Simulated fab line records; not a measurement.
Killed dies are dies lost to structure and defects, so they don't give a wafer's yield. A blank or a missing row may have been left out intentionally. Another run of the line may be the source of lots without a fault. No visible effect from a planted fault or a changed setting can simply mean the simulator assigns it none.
Split-lot experiment    flow n5 finfet    route with 1938 steps; 7 lots, 21 wafers read

## ABOUT THE SPLIT
At N5_HKMG_FIN_EXPOSE_09 (exposes mask NWFM), the setting dose mj was moved away from the recipe's 39.25 on 7 of the 21 wafers read, by -5.6% to +5.2%. This setting was run at the recipe's value on the other wafers.

## FROM SPLIT TO READING: 1 step shown by the file between the two
- N5_HKMG_FIN_DEVELOP_11: develop time 30 s (also split here: develop time s)

## THE READING
cd nm, in nm, at N5_HKMG_FIN_CD_MEAS_12 (target cd 92.8 nm). A value of 93.0 nm with a standard deviation of 0.95 nm is what fault-free wafers of this fab line usually give.

wafer   tool, chamber at the split  dose mj as run  against the recipe  cd nm, nm  against lot-mates on the recipe
L074.1  arfi scanner-01, 0          39.25           recipe              95.2       -
L074.4  arfi scanner-01, 0          37.07           -5.6%               90.5       -4.7
L074.5  arfi scanner-01, 0          37.07           -5.6%               89.4       -5.8
L077.2  arfi scanner-02, 0          39.25           recipe              91.9       -
L077.3  arfi scanner-02, 0          39.25           recipe              92.4       -
L077.4  arfi scanner-02, 0          39.25           recipe              93.3       -
L084.1  arfi scanner-01, 0          39.25           recipe              92.8       -
L084.2  arfi scanner-01, 0          39.25           recipe              92.9       -
L084.5  arfi scanner-01, 0          37.16           -5.3%               90.2       -2.6
L085.1  arfi scanner-01, 0          39.25           recipe              94.6       -
L085.2  arfi scanner-01, 0          39.25           recipe              92.9       -
L085.4  arfi scanner-01, 0          39.25           recipe              93.3       -
L086.1  arfi scanner-03, 0          39.25           recipe              92.5       -
L086.3  arfi scanner-03, 0          39.25           recipe              93.1       -
L086.6  arfi scanner-03, 0          39.25           recipe              94.4       -
L087.1  arfi scanner-03, 0          37.36           -4.8%               89.6       -3.1
L087.2  arfi scanner-03, 0          39.25           recipe              92.7       -
L087.5  arfi scanner-03, 0          37.36           -4.8%               90.0       -2.7
L093.3  arfi scanner-02, 0          41.28           +5.2%               95.7       +3.6
L093.4  arfi scanner-02, 0          41.28           +5.2%               96.3       +4.2
L093.6  arfi scanner-02, 0          39.25           recipe              92.1       -

FIT RESULTS
A straight line over all 21 wafers: cd nm changes by +0.591 nm for each +1% of dose mj; r = +0.91; the points scatter about the line by 0.84 nm.
The same after taking each lot's own level away (the mean of its wafers on the recipe; 21 wafers): +0.743 nm for each +1%; r = +0.95; scatter 0.74 nm.
That fit puts the effect of the largest move of dose mj on the reading at 4.1 nm.
The lots' own levels span 92.10 to 95.20 nm, that is 3.3 times the standard deviation above.
In other words, the slope is changed by the lot-to-lot level; the two fits disagree.
Check: for one of the wafers moved furthest among these (-5.6%), held out of the fit, the line's prediction against its lot-mates is -3.97 nm. It came out at -4.7 nm against them.

## FURTHER SPLITS ON THESE WAFERS
These wafers also went through other splits before the reading. Each is held against what the fit with the lots' levels taken away leaves over:
other split on the same wafers         wafers away from the commonest value  r with cd nm (lot level and that fit taken away)
N5_FIN_SAQP_PEB_14 peb time s          7                                     +0.22
N5_SD_EPI_N_EPI_21 time s              10                                    +0.18
N5_SD_EPI_P_EPI_21 epi growth time s   8                                     +0.16
N5_HKMG_FIN_ETCH_55 bias w             8                                     -0.20
N5_HKMG_FIN_DEVELOP_11 develop time s  5                                     +0.19

## THE FILE'S OWN FIT
cd nm changes by +0.709 nm for each +1% of dose mj, r = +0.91.
